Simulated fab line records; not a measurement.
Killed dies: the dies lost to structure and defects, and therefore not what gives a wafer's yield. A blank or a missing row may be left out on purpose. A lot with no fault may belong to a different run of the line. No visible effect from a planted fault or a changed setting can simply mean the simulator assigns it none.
Which tool was responsible? / flow nand_harc / 24 lots with 72 wafers sampled at 5 steps, on a route of 1302 steps

== WHAT THE GAUGES READ, wafer by wafer ==
NHARC_A_M0_THK_MEAS_24: measures by xrf.
lot=L074; measured=day 23 01:45; on=film_metro-01; thk_nm (nm)=114.2 114.8 115.6
lot=L076; measured=day 23 16:41; on=film_metro-02; thk_nm (nm)=114.7 111.4 115.0
lot=L077; measured=day 23 21:22; on=film_metro-01; thk_nm (nm)=116.2 112.9 114.0
lot=L078; measured=day 23 23:40; on=film_metro-02; thk_nm (nm)=112.9 113.6 113.3
lot=L075; measured=day 24 00:34; on=film_metro-02; thk_nm (nm)=108.9 111.9 111.7
lot=L079; measured=day 24 06:41; on=film_metro-01; thk_nm (nm)=113.7 112.8 112.9
lot=L080; measured=day 25 04:19; on=film_metro-02; thk_nm (nm)=113.5 113.9 112.3
lot=L082; measured=day 26 03:11; on=film_metro-02; thk_nm (nm)=114.2 117.0 115.0
lot=L081; measured=day 26 05:02; on=film_metro-02; thk_nm (nm)=114.2 112.7 116.9
lot=L085; measured=day 27 13:19; on=film_metro-02; thk_nm (nm)=114.4 114.7 115.3
lot=L084; measured=day 27 17:58; on=film_metro-01; thk_nm (nm)=115.4 114.2 117.3
lot=L083; measured=day 27 20:34; on=film_metro-01; thk_nm (nm)=111.1 113.3 113.7
lot=L086; measured=day 28 02:00; on=film_metro-01; thk_nm (nm)=116.1 115.9 114.3
lot=L087; measured=day 28 04:44; on=film_metro-02; thk_nm (nm)=114.7 117.5 114.5
lot=L088; measured=day 28 13:27; on=film_metro-01; thk_nm (nm)=110.7 115.7 114.8
lot=L089; measured=day 28 17:16; on=film_metro-02; thk_nm (nm)=114.3 116.0 114.9
lot=L090; measured=day 29 23:09; on=film_metro-02; thk_nm (nm)=117.5 114.3 112.9
lot=L092; measured=day 30 04:53; on=film_metro-01; thk_nm (nm)=114.5 112.1 114.9
lot=L091; measured=day 30 09:39; on=film_metro-01; thk_nm (nm)=112.0 115.8 113.8
lot=L093; measured=day 31 03:03; on=film_metro-01; thk_nm (nm)=114.3 111.0 112.1
lot=L094; measured=day 31 05:49; on=film_metro-01; thk_nm (nm)=115.8 116.7 114.2
lot=L095; measured=day 31 08:14; on=film_metro-02; thk_nm (nm)=112.0 115.2 111.2
lot=L096; measured=day 31 10:53; on=film_metro-01; thk_nm (nm)=113.3 116.4 114.7
lot=L097; measured=day 32 10:38; on=film_metro-02; thk_nm (nm)=116.1 117.8 115.7

NHARC_A_M1_CD_MEAS_09: the cd target is 120 nm.
lot=L074; measured=day 23 03:18; on=cd_sem-02; cd_nm (nm)=120.1 119.0 118.8
lot=L076; measured=day 23 18:11; on=cd_sem-03; cd_nm (nm)=120.8 121.7 119.2
lot=L077; measured=day 23 22:56; on=cd_sem-02; cd_nm (nm)=119.5 120.5 121.2
lot=L078; measured=day 24 01:05; on=cd_sem-03; cd_nm (nm)=119.5 120.2 120.2
lot=L075; measured=day 24 02:05; on=cd_sem-03; cd_nm (nm)=119.3 118.5 119.2
lot=L079; measured=day 24 08:16; on=cd_sem-03; cd_nm (nm)=120.2 119.2 119.6
lot=L080; measured=day 25 05:52; on=cd_sem-02; cd_nm (nm)=119.5 121.4 121.3
lot=L082; measured=day 26 04:44; on=cd_sem-02; cd_nm (nm)=119.1 120.1 120.9
lot=L081; measured=day 26 06:35; on=cd_sem-03; cd_nm (nm)=117.9 120.5 119.6
lot=L085; measured=day 27 14:51; on=cd_sem-03; cd_nm (nm)=119.8 120.3 119.9
lot=L084; measured=day 27 19:33; on=cd_sem-01; cd_nm (nm)=119.8 120.2 120.1
lot=L083; measured=day 27 22:02; on=cd_sem-03; cd_nm (nm)=119.5 119.6 118.4
lot=L086; measured=day 28 03:34; on=cd_sem-03; cd_nm (nm)=118.6 120.0 120.4
lot=L087; measured=day 28 06:30; on=cd_sem-03; cd_nm (nm)=118.4 120.2 117.4
lot=L088; measured=day 28 14:53; on=cd_sem-02; cd_nm (nm)=119.1 119.6 120.2
lot=L089; measured=day 28 18:43; on=cd_sem-03; cd_nm (nm)=120.3 119.3 118.9
lot=L090; measured=day 30 00:50; on=cd_sem-03; cd_nm (nm)=120.5 120.1 119.9
lot=L092; measured=day 30 06:40; on=cd_sem-01; cd_nm (nm)=117.8 119.8 118.6
lot=L091; measured=day 30 11:22; on=cd_sem-01; cd_nm (nm)=121.1 118.3 120.1
lot=L093; measured=day 31 04:36; on=cd_sem-02; cd_nm (nm)=119.8 119.3 117.6
lot=L094; measured=day 31 07:16; on=cd_sem-01; cd_nm (nm)=120.8 121.0 120.8
lot=L095; measured=day 31 09:48; on=cd_sem-01; cd_nm (nm)=118.8 118.9 118.9
lot=L096; measured=day 31 12:28; on=cd_sem-02; cd_nm (nm)=119.0 119.5 119.9
lot=L097; measured=day 32 12:12; on=cd_sem-01; cd_nm (nm)=120.9 120.3 119.5

NHARC_HYBRID_BOND_OVL_MEAS_05.
lot=L074; measured=day 23 20:54; on=overlay-02; overlay_x_nm (nm)=40 9 28; overlay_y_nm (nm)=-11 -2 26
lot=L076; measured=day 24 11:07; on=overlay-01; overlay_x_nm (nm)=-42 -14 -7; overlay_y_nm (nm)=28 27 -10
lot=L077; measured=day 24 16:37; on=overlay-02; overlay_x_nm (nm)=-32 -22 1; overlay_y_nm (nm)=-30 -16 -25
lot=L078; measured=day 24 16:38; on=overlay-01; overlay_x_nm (nm)=31 -18 -27; overlay_y_nm (nm)=-24 -42 50
lot=L075; measured=day 24 16:38; on=overlay-02; overlay_x_nm (nm)=-63 36 5; overlay_y_nm (nm)=-16 2 48
lot=L079; measured=day 25 03:36; on=overlay-02; overlay_x_nm (nm)=3 -36 10; overlay_y_nm (nm)=42 22 40
lot=L080; measured=day 25 22:58; on=overlay-01; overlay_x_nm (nm)=-43 -18 21; overlay_y_nm (nm)=33 27 -47
lot=L082; measured=day 26 22:55; on=overlay-02; overlay_x_nm (nm)=-61 19 -40; overlay_y_nm (nm)=-1 46 23
lot=L081; measured=day 26 22:55; on=overlay-01; overlay_x_nm (nm)=-29 -52 2; overlay_y_nm (nm)=-26 -23 9
lot=L085; measured=day 28 07:46; on=overlay-01; overlay_x_nm (nm)=-11 97 62; overlay_y_nm (nm)=65 -8 -30
lot=L084; measured=day 28 12:31; on=overlay-01; overlay_x_nm (nm)=46 20 6; overlay_y_nm (nm)=-29 21 28
lot=L083; measured=day 28 12:31; on=overlay-02; overlay_x_nm (nm)=13 98 12; overlay_y_nm (nm)=-2 -54 27
lot=L086; measured=day 28 20:33; on=overlay-01; overlay_x_nm (nm)=-54 -9 39; overlay_y_nm (nm)=-32 -2 -54
lot=L087; measured=day 28 20:33; on=overlay-02; overlay_x_nm (nm)=25 -7 -11; overlay_y_nm (nm)=-60 17 24
lot=L088; measured=day 29 12:09; on=overlay-02; overlay_x_nm (nm)=-38 -19 54; overlay_y_nm (nm)=-17 2 -52
lot=L089; measured=day 29 12:10; on=overlay-01; overlay_x_nm (nm)=26 6 -50; overlay_y_nm (nm)=-19 -5 -19
lot=L090; measured=day 30 17:54; on=overlay-01; overlay_x_nm (nm)=-26 -11 51; overlay_y_nm (nm)=-41 -23 8
lot=L092; measured=day 31 00:03; on=overlay-02; overlay_x_nm (nm)=43 20 42; overlay_y_nm (nm)=23 72 9
lot=L091; measured=day 31 07:58; on=overlay-02; overlay_x_nm (nm)=12 -49 14; overlay_y_nm (nm)=-2 4 33
lot=L093; measured=day 31 21:26; on=overlay-01; overlay_x_nm (nm)=-39 13 17; overlay_y_nm (nm)=-21 18 64
lot=L094; measured=day 31 21:26; on=overlay-02; overlay_x_nm (nm)=23 11 -27; overlay_y_nm (nm)=-26 -39 -2
lot=L095; measured=day 32 09:11; on=overlay-02; overlay_x_nm (nm)=22 42 -8; overlay_y_nm (nm)=36 -4 -17
lot=L096; measured=day 32 09:11; on=overlay-02; overlay_x_nm (nm)=30 24 -2; overlay_y_nm (nm)=-2 -7 -78
lot=L097; measured=day 33 07:21; on=overlay-02; overlay_x_nm (nm)=11 -1 -52; overlay_y_nm (nm)=2 -11 -73

== TOOL THAT RAN EACH LOT (tool first, then ch and the chambers of the sampled wafers, then the start) ==
lot=L074; NHARC_A_M0_PVD_21=pvd_sputter-02, day 23 01:45 or earlier; NHARC_A_BONDPAD_ETCH_12=rie_diel-09 ch 0,1,3, day 23 20:54 or earlier
lot=L076; NHARC_A_M0_PVD_21=pvd_sputter-03, day 23 16:41 or earlier; NHARC_A_BONDPAD_ETCH_12=rie_diel-09 ch 1,2,3, day 24 11:07 or earlier
lot=L077; NHARC_A_M0_PVD_21=pvd_sputter-03, day 23 21:22 or earlier; NHARC_A_BONDPAD_ETCH_12=rie_diel-09 ch 0,1,3, day 24 16:37 or earlier
lot=L078; NHARC_A_M0_PVD_21=pvd_sputter-03, day 23 23:40 or earlier; NHARC_A_BONDPAD_ETCH_12=rie_diel-09 ch 0,3, day 24 16:38 or earlier
lot=L075; NHARC_A_M0_PVD_21=pvd_sputter-02, day 24 00:34 or earlier; NHARC_A_BONDPAD_ETCH_12=rie_diel-09 ch 0,3, day 24 16:38 or earlier
lot=L079; NHARC_A_M0_PVD_21=pvd_sputter-03, day 24 06:41 or earlier; NHARC_A_BONDPAD_ETCH_12=rie_diel-09 ch 0,1,3, day 25 03:36 or earlier
lot=L080; NHARC_A_M0_PVD_21=pvd_sputter-02, day 25 04:19 or earlier; NHARC_A_BONDPAD_ETCH_12=rie_diel-09 ch 0,2, day 25 22:58 or earlier
lot=L082; NHARC_A_M0_PVD_21=pvd_sputter-02, day 26 03:11 or earlier; NHARC_A_BONDPAD_ETCH_12=rie_diel-09 ch 0,1,3, day 26 22:55 or earlier
lot=L081; NHARC_A_M0_PVD_21=pvd_sputter-02, day 26 05:02 or earlier; NHARC_A_BONDPAD_ETCH_12=rie_diel-09 ch 0,3, day 26 22:55 or earlier
lot=L085; NHARC_A_M0_PVD_21=pvd_sputter-01, day 27 13:19 or earlier; NHARC_A_BONDPAD_ETCH_12=rie_diel-09 ch 0,2,3, day 28 07:46 or earlier
lot=L084; NHARC_A_M0_PVD_21=pvd_sputter-01, day 27 17:58 or earlier; NHARC_A_BONDPAD_ETCH_12=rie_diel-01 ch 0,2,3, day 28 12:31 or earlier
lot=L083; NHARC_A_M0_PVD_21=pvd_sputter-01, day 27 20:34 or earlier; NHARC_A_BONDPAD_ETCH_12=rie_diel-01 ch 1,2,3, day 28 12:31 or earlier
lot=L086; NHARC_A_M0_PVD_21=pvd_sputter-02, day 28 02:00 or earlier; NHARC_A_BONDPAD_ETCH_12=rie_diel-09 ch 0,3, day 28 20:33 or earlier
lot=L087; NHARC_A_M0_PVD_21=pvd_sputter-01, day 28 04:44 or earlier; NHARC_A_BONDPAD_ETCH_12=rie_diel-09 ch 0,1,3, day 28 20:33 or earlier
lot=L088; NHARC_A_M0_PVD_21=pvd_sputter-01, day 28 13:27 or earlier; NHARC_A_BONDPAD_ETCH_12=rie_diel-09 ch 0,3, day 29 12:09 or earlier
lot=L089; NHARC_A_M0_PVD_21=pvd_sputter-01, day 28 17:16 or earlier; NHARC_A_BONDPAD_ETCH_12=rie_diel-09 ch 1,2, day 29 12:10 or earlier
lot=L090; NHARC_A_M0_PVD_21=pvd_sputter-02, day 29 23:09 or earlier; NHARC_A_BONDPAD_ETCH_12=rie_diel-09 ch 0,2,3, day 30 17:54 or earlier
lot=L092; NHARC_A_M0_PVD_21=pvd_sputter-03, day 30 04:53 or earlier; NHARC_A_BONDPAD_ETCH_12=rie_diel-01 ch 0,1,3, day 31 00:03 or earlier
lot=L091; NHARC_A_M0_PVD_21=pvd_sputter-01, day 30 09:39 or earlier; NHARC_A_BONDPAD_ETCH_12=rie_diel-09 ch 0,1, day 31 07:58 or earlier
lot=L093; NHARC_A_M0_PVD_21=pvd_sputter-03, day 31 03:03 or earlier; NHARC_A_BONDPAD_ETCH_12=rie_diel-01 ch 2,3, day 31 21:26 or earlier
lot=L094; NHARC_A_M0_PVD_21=pvd_sputter-01, day 31 05:49 or earlier; NHARC_A_BONDPAD_ETCH_12=rie_diel-01 ch 0,1,3, day 31 21:26 or earlier
lot=L095; NHARC_A_M0_PVD_21=pvd_sputter-02, day 31 08:14 or earlier; NHARC_A_BONDPAD_ETCH_12=rie_diel-09 ch 0,1, day 32 09:11 or earlier
lot=L096; NHARC_A_M0_PVD_21=pvd_sputter-01, day 31 10:53 or earlier; NHARC_A_BONDPAD_ETCH_12=rie_diel-12 ch 1,3, day 32 09:11 or earlier
lot=L097; NHARC_A_M0_PVD_21=pvd_sputter-03, day 32 10:38 or earlier; NHARC_A_BONDPAD_ETCH_12=rie_diel-09 ch 0,1,2, day 33 07:21 or earlier
- NHARC_A_M0_PVD_21: deposits Cu, target thk 30 nm, time 20.49 s.
- NHARC_A_BONDPAD_ETCH_12: etches the open film in CHF3/O2, target depth 220 nm, time 110 s.

== AS READ BY THE TOOLS THEMSELVES (means over the sampled wafers that have a number; for cases with no such wafer, the mark the record gives instead) ==
NHARC_A_M0_PVD_21.
lot=L074; tool=pvd_sputter-02; chamber_pressure_pa (Pa)=5.007; throttle_valve_pct (%)=30.1
lot=L076; tool=pvd_sputter-03; chamber_pressure_pa (Pa)=5.001; throttle_valve_pct (%)=30.5
lot=L077; tool=pvd_sputter-03; chamber_pressure_pa (Pa)=5.004; throttle_valve_pct (%)=30.5
lot=L078; tool=pvd_sputter-03; chamber_pressure_pa (Pa)=4.991; throttle_valve_pct (%)=30.5
lot=L075; tool=pvd_sputter-02; chamber_pressure_pa (Pa)=5.002; throttle_valve_pct (%)=29.5
lot=L079; tool=pvd_sputter-03; chamber_pressure_pa (Pa)=4.991; throttle_valve_pct (%)=30.2
lot=L080; tool=pvd_sputter-02; chamber_pressure_pa (Pa)=5.001; throttle_valve_pct (%)=29.2
lot=L082; tool=pvd_sputter-02; chamber_pressure_pa (Pa)=4.998; throttle_valve_pct (%)=30.1
lot=L081; tool=pvd_sputter-02; chamber_pressure_pa (Pa)=5.000; throttle_valve_pct (%)=29.3
lot=L085; tool=pvd_sputter-01; chamber_pressure_pa (Pa)=4.999; throttle_valve_pct (%)=29.1
lot=L084; tool=pvd_sputter-01; chamber_pressure_pa (Pa)=4.996; throttle_valve_pct (%)=28.8
lot=L083; tool=pvd_sputter-01; chamber_pressure_pa (Pa)=4.995; throttle_valve_pct (%)=28.7
lot=L086; tool=pvd_sputter-02; chamber_pressure_pa (Pa)=5.012; throttle_valve_pct (%)=29.9
lot=L087; tool=pvd_sputter-01; chamber_pressure_pa (Pa)=5.000; throttle_valve_pct (%)=28.9
lot=L088; tool=pvd_sputter-01; chamber_pressure_pa (Pa)=5.010; throttle_valve_pct (%)=28.8
lot=L089; tool=pvd_sputter-01; chamber_pressure_pa (Pa)=5.007; throttle_valve_pct (%)=28.7
lot=L090; tool=pvd_sputter-02; chamber_pressure_pa (Pa)=5.005; throttle_valve_pct (%)=29.8
lot=L092; tool=pvd_sputter-03; chamber_pressure_pa (Pa)=5.006; throttle_valve_pct (%)=30.6
lot=L091; tool=pvd_sputter-01; chamber_pressure_pa (Pa)=5.003; throttle_valve_pct (%)=29.2
lot=L093; tool=pvd_sputter-03; chamber_pressure_pa (Pa)=4.990; throttle_valve_pct (%)=30.1
lot=L094; tool=pvd_sputter-01; chamber_pressure_pa (Pa)=4.995; throttle_valve_pct (%)=28.9
lot=L095; tool=pvd_sputter-02; chamber_pressure_pa (Pa)=4.997; throttle_valve_pct (%)=29.1
lot=L096; tool=pvd_sputter-01; chamber_pressure_pa (Pa)=4.992; throttle_valve_pct (%)=29.3
lot=L097; tool=pvd_sputter-03; chamber_pressure_pa (Pa)=4.998; throttle_valve_pct (%)=30.1

NHARC_A_BONDPAD_ETCH_12.
lot=L074; tool=rie_diel-09; drypump_motor_current_A (A)=5.3; oes_product_au (a.u.)=0.961; rf_vpp_V (V)=371.3; showerhead_plenum_p_Torr (Torr)=2.44; throttle_valve_pct (%)=20.572
lot=L076; tool=rie_diel-09; drypump_motor_current_A (A)=5.4; oes_product_au (a.u.)=0.962; rf_vpp_V (V)=371.3; showerhead_plenum_p_Torr (Torr)=2.43; throttle_valve_pct (%)=20.568
lot=L077; tool=rie_diel-09; drypump_motor_current_A (A)=5.3; oes_product_au (a.u.)=0.918; rf_vpp_V (V)=371.8; showerhead_plenum_p_Torr (Torr)=2.44; throttle_valve_pct (%)=20.569
lot=L078; tool=rie_diel-09; drypump_motor_current_A (A)=5.5; oes_product_au (a.u.)=0.946; rf_vpp_V (V)=370.1; showerhead_plenum_p_Torr (Torr)=2.39; throttle_valve_pct (%)=20.585
lot=L075; tool=rie_diel-09; drypump_motor_current_A (A)=5.5; oes_product_au (a.u.)=0.953; rf_vpp_V (V)=370.4; showerhead_plenum_p_Torr (Torr)=2.39; throttle_valve_pct (%)=20.576
lot=L079; tool=rie_diel-09; drypump_motor_current_A (A)=5.3; oes_product_au (a.u.)=0.954; rf_vpp_V (V)=371.7; showerhead_plenum_p_Torr (Torr)=2.44; throttle_valve_pct (%)=20.572
lot=L080; tool=rie_diel-09; drypump_motor_current_A (A)=5.9; oes_product_au (a.u.)=0.939; rf_vpp_V (V)=368.4; showerhead_plenum_p_Torr (Torr)=2.30; throttle_valve_pct (%)=20.571
lot=L082; tool=rie_diel-09; drypump_motor_current_A (A)=5.3; oes_product_au (a.u.)=0.952; rf_vpp_V (V)=371.8; showerhead_plenum_p_Torr (Torr)=2.44; throttle_valve_pct (%)=20.571
lot=L081; tool=rie_diel-09; drypump_motor_current_A (A)=5.5; oes_product_au (a.u.)=0.955; rf_vpp_V (V)=370.4; showerhead_plenum_p_Torr (Torr)=2.39; throttle_valve_pct (%)=20.576
lot=L085; tool=rie_diel-09; drypump_motor_current_A (A)=5.6; oes_product_au (a.u.)=0.921; rf_vpp_V (V)=370.2; showerhead_plenum_p_Torr (Torr)=2.38; throttle_valve_pct (%)=20.568
lot=L084; tool=rie_diel-01; drypump_motor_current_A (A)=5.8; oes_product_au (a.u.)=0.935; rf_vpp_V (V)=371.4; showerhead_plenum_p_Torr (Torr)=2.45; throttle_valve_pct (%)=20.581
lot=L083; tool=rie_diel-01; drypump_motor_current_A (A)=5.7; oes_product_au (a.u.)=0.929; rf_vpp_V (V)=372.6; showerhead_plenum_p_Torr (Torr)=2.48; throttle_valve_pct (%)=20.565
lot=L086; tool=rie_diel-09; drypump_motor_current_A (A)=5.4; oes_product_au (a.u.)=0.936; rf_vpp_V (V)=371.2; showerhead_plenum_p_Torr (Torr)=2.47; throttle_valve_pct (%)=20.575
lot=L087; tool=rie_diel-09; drypump_motor_current_A (A)=5.3; oes_product_au (a.u.)=0.965; rf_vpp_V (V)=370.1; showerhead_plenum_p_Torr (Torr)=2.44; throttle_valve_pct (%)=20.575
lot=L088; tool=rie_diel-09; drypump_motor_current_A (A)=5.5; oes_product_au (a.u.)=0.984; rf_vpp_V (V)=369.6; showerhead_plenum_p_Torr (Torr)=2.39; throttle_valve_pct (%)=20.582
lot=L089; tool=rie_diel-09; drypump_motor_current_A (A)=5.7; oes_product_au (a.u.)=0.912; rf_vpp_V (V)=369.6; showerhead_plenum_p_Torr (Torr)=2.35; throttle_valve_pct (%)=20.579
lot=L090; tool=rie_diel-09; drypump_motor_current_A (A)=5.6; oes_product_au (a.u.)=0.968; rf_vpp_V (V)=370.5; showerhead_plenum_p_Torr (Torr)=2.38; throttle_valve_pct (%)=20.577
lot=L092; tool=rie_diel-01; drypump_motor_current_A (A)=5.3; oes_product_au (a.u.)=0.929; rf_vpp_V (V)=370.9; showerhead_plenum_p_Torr (Torr)=2.44; throttle_valve_pct (%)=20.572
lot=L091; tool=rie_diel-09; drypump_motor_current_A (A)=5.4; oes_product_au (a.u.)=0.942; rf_vpp_V (V)=369.9; showerhead_plenum_p_Torr (Torr)=2.36; throttle_valve_pct (%)=20.577
lot=L093; tool=rie_diel-01; drypump_motor_current_A (A)=6.1; oes_product_au (a.u.)=0.927; rf_vpp_V (V)=372.1; showerhead_plenum_p_Torr (Torr)=2.48; throttle_valve_pct (%)=20.570
lot=L094; tool=rie_diel-01; drypump_motor_current_A (A)=5.3; oes_product_au (a.u.)=0.925; rf_vpp_V (V)=370.8; showerhead_plenum_p_Torr (Torr)=2.44; throttle_valve_pct (%)=20.571
lot=L095; tool=rie_diel-09; drypump_motor_current_A (A)=5.2; oes_product_au (a.u.)=0.936; rf_vpp_V (V)=370.6; showerhead_plenum_p_Torr (Torr)=2.41; throttle_valve_pct (%)=20.567
lot=L096; tool=rie_diel-12; drypump_motor_current_A (A)=5.9; oes_product_au (a.u.)=0.929; rf_vpp_V (V)=369.8; showerhead_plenum_p_Torr (Torr)=2.37; throttle_valve_pct (%)=20.572
lot=L097; tool=rie_diel-09; drypump_motor_current_A (A)=5.5; oes_product_au (a.u.)=0.912; rf_vpp_V (V)=369.5; showerhead_plenum_p_Torr (Torr)=2.35; throttle_valve_pct (%)=20.579

== THE ANSWER, worked out from the rows above alone ==
Rule: the lots themselves supply what counts as usual. Put in order of their means at a reading, lots are off if they are a third of the lots or fewer, leave a main group of 4 or more, and stand apart from it by a gap of 3 or more times the standard deviation of the main group's means; of several such gaps the widest counts. A main group whose means are all the same, to the digits that the tables above print for the reading, isn't used. A lot without any number at a reading at which 4 lots or more have one is off too. Where the step has rows for the other lots, those lots are counted as sound. The gauges are gone through in route order, then the tools' own readings, and for those a lot's mean is taken as printed above. The first step at which some lot is off is used, and at that step the reading that is off furthest; a lot without a number counts as furthest.
None of the lots is off at any reading shown; this tells nothing.

== WHAT THE SIMULATOR PUT IN ==
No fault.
